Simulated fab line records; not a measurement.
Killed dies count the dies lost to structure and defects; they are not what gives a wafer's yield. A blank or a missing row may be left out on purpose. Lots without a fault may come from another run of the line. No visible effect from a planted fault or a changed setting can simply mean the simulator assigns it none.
Which tool is to blame? | flow n5-finfet | Sampling: 22 lots, 66 wafers, 6 of 1938 route steps

== WHAT EACH GAUGE READ, for each wafer ==
No reading from a measuring or inspecting step in the record can be judged against a usual standard deviation.

== WHICH TOOL RAN EACH LOT (tool, then ch and the chambers of the sampled wafers, then the start) ==
lot  | N5_BEOL_M4_ETCH_77                 | N5_BEOL_M4_STRIP_36                | N5_BEOL_M4_ETCH_41                            | N5_BEOL_M4_ANNEAL_80         | N5_BEOL_M4_SPUTTER_94        | N5_BEOL_M4_SPUTTER_96
L078 | rie-diel-06 ch 0,1, day 9 06:48    | rie-diel-03 ch 0,2, day 9 22:27    | rie-diel-03 ch 0,2, day 10 00:23 or earlier   | pvd-sputter-01, day 10 00:23 | pvd-sputter-01, day 10 01:38 | pvd-sputter-01, day 10 01:51
L074 | rie-diel-02 ch 0,1,2, day 9 08:39  | rie-diel-02 ch 1,3, day 9 23:43    | rie-diel-02 ch 1,3, day 10 02:38 or earlier   | pvd-sputter-03, day 10 02:38 | pvd-sputter-03, day 10 03:52 | pvd-sputter-03, day 10 04:05
L075 | rie-diel-03 ch 0,2,3, day 9 18:13  | rie-diel-03 ch 0,1, day 10 07:17   | rie-diel-03 ch 0,1, day 10 08:47 or earlier   | pvd-sputter-03, day 10 08:47 | pvd-sputter-03, day 10 10:01 | pvd-sputter-03, day 10 10:14
L080 | rie-diel-03 ch 1,2, day 9 21:16    | rie-diel-03 ch 2,3, day 10 09:55   | rie-diel-03 ch 2,3, day 10 13:12 or earlier   | pvd-sputter-03, day 10 13:12 | pvd-sputter-03, day 10 14:26 | pvd-sputter-03, day 10 14:40
L079 | rie-diel-03 ch 0,2, day 9 22:50    | rie-diel-02 ch 0,1, day 10 10:09   | rie-diel-02 ch 0,1, day 10 13:22 or earlier   | pvd-sputter-01, day 10 13:22 | pvd-sputter-01, day 10 14:36 | pvd-sputter-01, day 10 14:49
L081 | rie-diel-06 ch 0,3, day 10 09:41   | rie-diel-02 ch 1,2, day 11 08:05   | rie-diel-02 ch 1,2, day 11 09:40 or earlier   | pvd-sputter-02, day 11 09:40 | pvd-sputter-02, day 11 10:54 | pvd-sputter-02, day 11 11:07
L082 | rie-diel-06 ch 0,1,3, day 10 10:04 | rie-diel-06 ch 1,3, day 11 08:49   | rie-diel-06 ch 1,3, day 11 12:08 or earlier   | pvd-sputter-01, day 11 12:08 | pvd-sputter-01, day 11 13:23 | pvd-sputter-01, day 11 13:36
L083 | rie-diel-03 ch 0,1, day 10 11:46   | rie-diel-03 ch 0,1, day 11 11:07   | rie-diel-03 ch 0,1, day 11 13:59 or earlier   | pvd-sputter-01, day 11 13:59 | pvd-sputter-01, day 11 15:13 | pvd-sputter-01, day 11 15:26
L086 | rie-diel-06 ch 0,1,3, day 11 23:37 | rie-diel-03 ch 0,1,3, day 12 10:47 | rie-diel-03 ch 0,1,3, day 12 12:50 or earlier | pvd-sputter-01, day 12 12:50 | pvd-sputter-01, day 12 14:04 | pvd-sputter-01, day 12 14:17
L084 | rie-diel-03 ch 0,1,3, day 12 11:26 | rie-diel-02 ch 0,3, day 12 14:38   | rie-diel-02 ch 0,3, day 12 17:35 or earlier   | pvd-sputter-02, day 12 17:35 | pvd-sputter-02, day 12 18:49 | pvd-sputter-02, day 12 19:02
L085 | rie-diel-06 ch 0,1,2, day 12 12:28 | rie-diel-06 ch 1,2, day 12 18:56   | rie-diel-06 ch 1,2, day 12 20:26 or earlier   | pvd-sputter-02, day 12 20:26 | pvd-sputter-02, day 12 21:41 | pvd-sputter-02, day 12 21:54
L087 | rie-diel-02 ch 0,2, day 12 16:26   | rie-diel-02 ch 0,2, day 12 22:26   | rie-diel-02 ch 0,2, day 13 00:34 or earlier   | pvd-sputter-01, day 13 00:34 | pvd-sputter-01, day 13 01:48 | pvd-sputter-01, day 13 02:01
L088 | rie-diel-03 ch 1,2, day 12 19:19   | rie-diel-02 ch 0,2,3, day 13 07:34 | rie-diel-02 ch 0,2,3, day 13 09:42 or earlier | pvd-sputter-01, day 13 09:42 | pvd-sputter-01, day 13 10:56 | pvd-sputter-01, day 13 11:10
L089 | rie-diel-06 ch 0,2, day 12 20:33   | rie-diel-02 ch 0,1,3, day 13 12:47 | rie-diel-02 ch 0,1,3, day 13 14:35 or earlier | pvd-sputter-02, day 13 14:35 | pvd-sputter-02, day 13 15:50 | pvd-sputter-02, day 13 16:03
L091 | rie-diel-03 ch 0,1,2, day 12 21:45 | rie-diel-06 ch 0,1, day 13 16:07   | rie-diel-06 ch 0,1, day 13 17:50 or earlier   | pvd-sputter-03, day 13 17:50 | pvd-sputter-03, day 13 19:05 | pvd-sputter-03, day 13 19:18
L090 | rie-diel-02 ch 2,3, day 13 04:26   | rie-diel-03 ch 0,2,3, day 13 16:07 | rie-diel-03 ch 0,2,3, day 13 19:23 or earlier | pvd-sputter-01, day 13 19:23 | pvd-sputter-01, day 13 20:37 | pvd-sputter-01, day 13 20:50
L093 | rie-diel-06 ch 0,3, day 13 06:17   | rie-diel-03 ch 0,1,2, day 14 00:46 | rie-diel-03 ch 0,1,2, day 14 02:29 or earlier | pvd-sputter-01, day 14 02:29 | pvd-sputter-01, day 14 03:44 | pvd-sputter-01, day 14 03:57
L092 | rie-diel-02 ch 1,2,3, day 13 09:58 | rie-diel-06 ch 0,1,2, day 14 06:04 | rie-diel-06 ch 0,1,2, day 14 08:53 or earlier | pvd-sputter-03, day 14 08:53 | pvd-sputter-03, day 14 10:08 | pvd-sputter-03, day 14 10:21
L094 | rie-diel-03 ch 2,3, day 13 11:08   | rie-diel-03 ch 0,3, day 14 05:34   | rie-diel-03 ch 0,3, day 14 07:03 or earlier   | pvd-sputter-03, day 14 07:03 | pvd-sputter-03, day 14 08:17 | pvd-sputter-03, day 14 08:31
L095 | rie-diel-06 ch 0,1,3, day 14 01:29 | rie-diel-03 ch 0,1,3, day 15 10:26 | rie-diel-03 ch 0,1,3, day 15 12:17 or earlier | pvd-sputter-01, day 15 12:17 | pvd-sputter-01, day 15 13:32 | pvd-sputter-01, day 15 13:45
L096 | rie-diel-02 ch 1,2,3, day 14 05:38 | rie-diel-02 ch 1,2,3, day 15 14:19 | rie-diel-02 ch 1,2,3, day 15 15:45 or earlier | pvd-sputter-02, day 15 15:45 | pvd-sputter-02, day 15 16:59 | pvd-sputter-02, day 15 17:13
L097 | rie-diel-02 ch 0,1, day 15 10:57   | rie-diel-03 ch 1,2,3, day 16 16:04 | rie-diel-03 ch 1,2,3, day 16 18:32 or earlier | pvd-sputter-02, day 16 18:32 | pvd-sputter-02, day 16 19:47 | pvd-sputter-02, day 16 20:00
- N5_BEOL_M4_ETCH_77: etches underlayer in N2/H2, target depth 6.5 nm, time 5.2 s.
- N5_BEOL_M4_STRIP_36: strips in N2/H2.
- N5_BEOL_M4_ETCH_41: etches SiCN in CH3F/O2, target depth 29.9 nm, time 52.5 s.
- N5_BEOL_M4_ANNEAL_80: time 240 s.
- N5_BEOL_M4_SPUTTER_94: material Cu, target thk 4.5 nm, time 8.29 s.
- N5_BEOL_M4_SPUTTER_96: material Cu, target thk 4.5 nm, time 8.29 s.

== WHAT THE TOOLS THEMSELVES READ (means of the sampled wafers that have a number; where no wafer has one, the mark that the record gives instead) ==
N5_BEOL_M4_ETCH_77. Usual: drypump-motor-current-A is 5.8 A with standard deviation 0.52, etch-rf-on-time-s is 5.17 s with standard deviation 0.13, oes-product-au is 0.66 a.u. with standard deviation 0.092, rf-fwd-power-W is 819.5 W with standard deviation 2.4, rf-vpp-V is 524.3 V with standard deviation 3, showerhead-plenum-p-Torr is 2.56 Torr with standard deviation 0.099, and throttle-valve-pct is 17.8 % with standard deviation 0.35.
lot  | tool        | drypump-motor-current-A (A) | etch-rf-on-time-s (s) | oes-product-au (a.u.) | rf-fwd-power-W (W) | rf-vpp-V (V) | showerhead-plenum-p-Torr (Torr) | throttle-valve-pct (%) | flag
L078 | rie-diel-06 | 5.7                         | 5.15                  | 0.61                  | 819.1              | 527.3        | 2.63                            | 18.0                   |
L074 | rie-diel-02 | 5.6                         | 5.14                  | 0.67                  | 818.6              | 525.0        | 2.57                            | 17.8                   |
L075 | rie-diel-03 | 5.5                         | 5.27                  | 0.66                  | 817.1              | 519.4        | 2.44                            | 17.7                   |
L080 | rie-diel-03 | 5.8                         | 5.22                  | 0.63                  | 819.1              | 522.2        | 2.49                            | 18.0                   |
L079 | rie-diel-03 | 5.4                         | 5.19                  | 0.67                  | 823.9              | 521.7        | 2.45                            | 17.7                   |
L081 | rie-diel-06 | 6.2                         | 5.24                  | 0.60                  | 819.8              | 526.2        | 2.62                            | 18.0                   |
L082 | rie-diel-06 | 6.0                         | 5.18                  | 0.59                  | 818.5              | 526.3        | 2.62                            | 17.9                   |
L083 | rie-diel-03 | 5.3                         | 5.02                  | 0.75                  | 818.0              | 523.0        | 2.55                            | 17.8                   |
L086 | rie-diel-06 | 6.0                         | 5.21                  | 0.58                  | 820.4              | 525.6        | 2.61                            | 18.0                   |
L084 | rie-diel-03 | 5.6                         | 5.10                  | 0.74                  | 819.7              | 526.6        | 2.61                            | 17.8                   |
L085 | rie-diel-06 | 5.8                         | 5.28                  | 0.59                  | 819.2              | 527.3        | 2.62                            | 18.0                   |
L087 | rie-diel-02 | 5.5                         | 5.05                  | 0.79                  | 820.2              | 524.0        | 2.54                            | 17.4                   |
L088 | rie-diel-03 | 5.7                         | 5.31                  | 0.60                  | 817.0              | 523.0        | 2.48                            | 18.1                   |
L089 | rie-diel-06 | 6.0                         | 5.23                  | 0.59                  | 820.8              | 526.3        | 2.62                            | 18.1                   |
L091 | rie-diel-03 | 5.5                         | 5.14                  | 0.66                  | 818.1              | 523.3        | 2.51                            | 18.0                   |
L090 | rie-diel-02 | 6.0                         | 5.13                  | 0.66                  | 820.1              | 520.5        | 2.44                            | 17.6                   |
L093 | rie-diel-06 | 6.2                         | 5.33                  | 0.67                  | 821.6              | 526.5        | 2.62                            | 17.9                   |
L092 | rie-diel-02 | 5.7                         | 5.15                  | 0.74                  | 818.4              | 521.6        | 2.47                            | 17.7                   |
L094 | rie-diel-03 | 5.8                         | 5.36                  | 0.66                  | 817.9              | 521.1        | 2.50                            | 17.7                   |
L095 | rie-diel-06 | 6.0                         | 5.19                  | 0.66                  | 820.2              | 524.5        | 2.60                            | 17.9                   |
L096 | rie-diel-02 | 5.7                         | 5.10                  | 0.72                  | 818.0              | 521.4        | 2.46                            | 17.8                   |
L097 | rie-diel-02 | 5.9                         | 5.07                  | 0.74                  | 818.9              | 525.4        | 2.62                            | 17.5                   |

N5_BEOL_M4_STRIP_36. Usual: drypump-motor-current-A 5.8 A, standard deviation 0.5; oes-product-au 0.79 a.u., standard deviation 0.11; rf-vpp-V 59.1 V, standard deviation 1.6; showerhead-plenum-p-Torr 2.54 Torr, standard deviation 0.11; throttle-valve-pct 23.6 %, standard deviation 0.45.
lot  | tool        | drypump-motor-current-A (A) | oes-product-au (a.u.) | rf-vpp-V (V) | showerhead-plenum-p-Torr (Torr) | throttle-valve-pct (%) | flag
L078 | rie-diel-03 | 5.1                         | 0.86                  | 57.1         | 2.47                            | 23.3                   |
L074 | rie-diel-02 | 6.1                         | 0.72                  | 58.3         | 2.46                            | 23.6                   |
L075 | rie-diel-03 | 5.6                         | 0.82                  | 60.8         | 2.59                            | 24.0                   |
L080 | rie-diel-03 | 6.0                         | 0.68                  | 59.7         | 2.40                            | 23.5                   |
L079 | rie-diel-02 | 5.9                         | 0.83                  | 58.9         | 2.64                            | 23.3                   |
L081 | rie-diel-02 | 5.4                         | 0.80                  | 58.3         | 2.50                            | 23.9                   |
L082 | rie-diel-06 | 5.8                         | 0.69                  | 60.5         | 2.61                            | 23.5                   |
L083 | rie-diel-03 | 5.6                         | 0.79                  | 58.4         | 2.58                            | 24.0                   |
L086 | rie-diel-03 | 5.6                         | 0.87                  | 59.1         | 2.61                            | 23.6                   |
L084 | rie-diel-02 | 6.3                         | 0.76                  | 59.8         | 2.51                            | 23.3                   |
L085 | rie-diel-06 | 5.6                         | 0.67                  | 60.3         | 2.60                            | 23.6                   |
L087 | rie-diel-02 | 5.8                         | 0.89                  | 58.6         | 2.62                            | 23.1                   |
L088 | rie-diel-02 | 5.9                         | 0.83                  | 59.5         | 2.52                            | 23.3                   |
L089 | rie-diel-02 | 6.0                         | 0.84                  | 58.8         | 2.54                            | 23.5                   |
L091 | rie-diel-06 | 5.7                         | 0.69                  | 58.8         | 2.61                            | 23.7                   |
L090 | rie-diel-03 | 5.5                         | 0.84                  | 58.8         | 2.53                            | 23.3                   |
L093 | rie-diel-03 | 5.5                         | 0.76                  | 59.9         | 2.50                            | 23.8                   |
L092 | rie-diel-06 | 5.8                         | 0.78                  | 58.3         | 2.61                            | 23.7                   |
L094 | rie-diel-03 | 5.3                         | 0.88                  | 59.7         | 2.55                            | 23.2                   |
L095 | rie-diel-03 | 5.6                         | 0.83                  | 59.0         | 2.60                            | 23.6                   |
L096 | rie-diel-02 | 5.7                         | 0.82                  | 58.6         | 2.45                            | 23.6                   |
L097 | rie-diel-03 | 5.9                         | 0.77                  | 60.4         | 2.56                            | 23.7                   |

N5_BEOL_M4_ETCH_41. Usual: CH3F_flow_sccm 29.99 sccm, standard deviation 0.092; drypump-motor-current-A 5.7 A, standard deviation 0.5; oes-product-au 0.79 a.u., standard deviation 0.11; rf-fwd-power-W 391.2 W, standard deviation 1.5; rf-vpp-V 297.4 V, standard deviation 1.9; showerhead-plenum-p-Torr 2.00 Torr, standard deviation 0.088; throttle-valve-pct 16.3 %, standard deviation 0.33.
lot  | tool        | CH3F_flow_sccm (sccm) | drypump-motor-current-A (A) | oes-product-au (a.u.) | rf-fwd-power-W (W) | rf-vpp-V (V) | showerhead-plenum-p-Torr (Torr) | throttle-valve-pct (%) | flag
L078 | rie-diel-03 | 30.06                 | 5.1                         | 0.86                  | 390.0              | 296.4        | 1.94                            | 16.0                   |
L074 | rie-diel-02 | 29.95                 | 6.1                         | 0.71                  | 390.7              | 295.6        | 1.92                            | 16.3                   |
L075 | rie-diel-03 | 30.11                 | 5.6                         | 0.83                  | 391.2              | 296.7        | 2.05                            | 16.5                   |
L080 | rie-diel-03 | 29.98                 | 5.9                         | 0.68                  | 391.7              | 295.7        | 1.88                            | 16.3                   |
L079 | rie-diel-02 | 29.97                 | 5.9                         | 0.85                  | 390.1              | 300.6        | 2.08                            | 16.1                   |
L081 | rie-diel-02 | 29.98                 | 5.4                         | 0.80                  | 390.7              | 297.3        | 1.97                            | 16.5                   |
L082 | rie-diel-06 | 29.97                 | 5.7                         | 0.68                  | 391.6              | 298.7        | 2.07                            | 16.4                   |
L083 | rie-diel-03 | 29.94                 | 5.5                         | 0.80                  | 390.9              | 297.6        | 2.04                            | 16.6                   |
L086 | rie-diel-03 | 30.05                 | 5.6                         | 0.88                  | 390.8              | 297.8        | 2.06                            | 16.3                   |
L084 | rie-diel-02 | 30.13                 | 6.3                         | 0.75                  | 389.0              | 296.4        | 1.97                            | 16.0                   |
L085 | rie-diel-06 | 30.04                 | 5.5                         | 0.67                  | 392.7              | 298.2        | 2.05                            | 16.5                   |
L087 | rie-diel-02 | 29.84                 | 5.8                         | 0.89                  | 391.5              | 298.5        | 2.08                            | 15.9                   |
L088 | rie-diel-02 | 29.99                 | 5.9                         | 0.83                  | 391.6              | 297.2        | 2.00                            | 16.0                   |
L089 | rie-diel-02 | 29.98                 | 6.0                         | 0.84                  | 390.1              | 297.9        | 1.99                            | 16.1                   |
L091 | rie-diel-06 | 30.07                 | 5.7                         | 0.70                  | 393.2              | 298.0        | 2.05                            | 16.5                   |
L090 | rie-diel-03 | 30.04                 | 5.5                         | 0.84                  | 392.4              | 296.1        | 1.98                            | 16.1                   |
L093 | rie-diel-03 | 30.00                 | 5.5                         | 0.76                  | 391.6              | 297.6        | 1.97                            | 16.4                   |
L092 | rie-diel-06 | 29.97                 | 5.8                         | 0.78                  | 393.6              | 299.1        | 2.04                            | 16.3                   |
L094 | rie-diel-03 | 29.96                 | 5.3                         | 0.89                  | 391.0              | 297.6        | 2.01                            | 16.0                   |
L095 | rie-diel-03 | 29.98                 | 5.6                         | 0.84                  | 390.6              | 298.7        | 2.05                            | 16.3                   |
L096 | rie-diel-02 | 29.94                 | 5.6                         | 0.83                  | 390.5              | 296.4        | 1.93                            | 16.2                   |
L097 | rie-diel-03 | 30.10                 | 5.9                         | 0.77                  | 391.4              | 297.9        | 2.02                            | 16.4                   |

N5_BEOL_M4_ANNEAL_80. Usual: heater-power-w 845 W, standard deviation 110; susceptor_temp_C_max 400.9, standard deviation 0.34.
lot  | tool           | heater-power-w (W) | susceptor_temp_C_max | flag
L078 | pvd-sputter-01 | 778                | 401.0                |
L074 | pvd-sputter-03 | 918                | 400.8                |
L075 | pvd-sputter-03 | 821                | 401.2                |
L080 | pvd-sputter-03 | 778                | 400.9                |
L079 | pvd-sputter-01 | 778                | 401.0                |
L081 | pvd-sputter-02 | 868                | 401.1                |
L082 | pvd-sputter-01 | 804                | 401.1                |
L083 | pvd-sputter-01 | 791                | 400.7                |
L086 | pvd-sputter-01 | 793                | 400.7                |
L084 | pvd-sputter-02 | 865                | 401.0                |
L085 | pvd-sputter-02 | 862                | 400.7                |
L087 | pvd-sputter-01 | 834                | 401.1                |
L088 | pvd-sputter-01 | 759                | 401.0                |
L089 | pvd-sputter-02 | 929                | 400.7                |
L091 | pvd-sputter-03 | 802                | 400.9                |
L090 | pvd-sputter-01 | 772                | 401.0                |
L093 | pvd-sputter-01 | 780                | 401.0                |
L092 | pvd-sputter-03 | 837                | 400.8                |
L094 | pvd-sputter-03 | 859                | 400.8                |
L095 | pvd-sputter-01 | 776                | 401.0                |
L096 | pvd-sputter-02 | 904                | 400.9                |
L097 | pvd-sputter-02 | 935                | 400.7                |

N5_BEOL_M4_SPUTTER_94. Usual: chuck-gas-flow-sccm 1.25 sccm, standard deviation 0.05; throttle-valve-pct 29.7 %, standard deviation 0.95.
lot  | tool           | chuck-gas-flow-sccm (sccm) | throttle-valve-pct (%) | flag
L078 | pvd-sputter-01 | 1.22                       | 28.9                   |
L074 | pvd-sputter-03 | 1.25                       | 30.2                   |
L075 | pvd-sputter-03 | 1.17                       | 30.3                   |
L080 | pvd-sputter-03 | 1.24                       | 30.3                   |
L079 | pvd-sputter-01 | 1.28                       | 29.5                   |
L081 | pvd-sputter-02 | 1.29                       | 29.2                   |
L082 | pvd-sputter-01 | 1.25                       | 30.0                   |
L083 | pvd-sputter-01 | 1.27                       | 29.1                   |
L086 | pvd-sputter-01 | 1.25                       | 29.7                   |
L084 | pvd-sputter-02 | 1.27                       | 29.2                   |
L085 | pvd-sputter-02 | 1.26                       | 29.0                   |
L087 | pvd-sputter-01 | 1.24                       | 30.0                   |
L088 | pvd-sputter-01 | 1.26                       | 29.2                   |
L089 | pvd-sputter-02 | 1.29                       | 29.1                   |
L091 | pvd-sputter-03 | 1.29                       | 31.0                   |
L090 | pvd-sputter-01 | 1.24                       | 29.2                   |
L093 | pvd-sputter-01 | 1.23                       | 29.7                   |
L092 | pvd-sputter-03 | 1.26                       | 30.0                   |
L094 | pvd-sputter-03 | 1.27                       | 30.0                   |
L095 | pvd-sputter-01 | 1.27                       | 29.1                   |
L096 | pvd-sputter-02 | 1.28                       | 29.2                   |
L097 | pvd-sputter-02 | 1.25                       | 29.3                   |

N5_BEOL_M4_SPUTTER_96. Usual: chuck-gas-flow-sccm 1.26 sccm, standard deviation 0.048; throttle-valve-pct 29.7 %, standard deviation 0.96.
lot  | tool           | chuck-gas-flow-sccm (sccm) | throttle-valve-pct (%) | flag
L078 | pvd-sputter-01 | 1.28                       | 29.1                   |
L074 | pvd-sputter-03 | 1.28                       | 30.1                   |
L075 | pvd-sputter-03 | 1.21                       | 30.4                   |
L080 | pvd-sputter-03 | 1.18                       | 30.5                   |
L079 | pvd-sputter-01 | 1.30                       | 29.6                   |
L081 | pvd-sputter-02 | 1.26                       | 29.3                   |
L082 | pvd-sputter-01 | 1.29                       | 30.2                   |
L083 | pvd-sputter-01 | 1.22                       | 29.1                   |
L086 | pvd-sputter-01 | 1.27                       | 29.5                   |
L084 | pvd-sputter-02 | 1.28                       | 29.2                   |
L085 | pvd-sputter-02 | 1.22                       | 29.3                   |
L087 | pvd-sputter-01 | 1.24                       | 30.2                   |
L088 | pvd-sputter-01 | 1.29                       | 29.1                   |
L089 | pvd-sputter-02 | 1.25                       | 29.3                   |
L091 | pvd-sputter-03 | 1.28                       | 31.1                   |
L090 | pvd-sputter-01 | 1.27                       | 29.1                   |
L093 | pvd-sputter-01 | 1.27                       | 29.7                   |
L092 | pvd-sputter-03 | 1.24                       | 30.2                   |
L094 | pvd-sputter-03 | 1.25                       | 30.1                   |
L095 | pvd-sputter-01 | 1.26                       | 29.1                   |
L096 | pvd-sputter-02 | 1.29                       | 29.1                   |
L097 | pvd-sputter-02 | 1.28                       | 29.3                   |

== THE ANSWER, worked out from the rows above alone ==
Rule: a lot is off if the mean of its wafers that have a number lies more than 3 standard deviations from the usual mean. A lot without any number at a reading at which 4 lots or more have one is off too. Where the step has rows for the other lots, those lots are counted as sound. First the gauges in route order, then the tools' own readings, where a lot's mean is used as printed above. At the first step where some lot is off, the reading lying furthest off is the one used; lots without a number count as furthest.
None of the lots is off at any reading shown; this tells nothing.

== WHAT HAD BEEN PUT IN BY THE SIMULATOR ==
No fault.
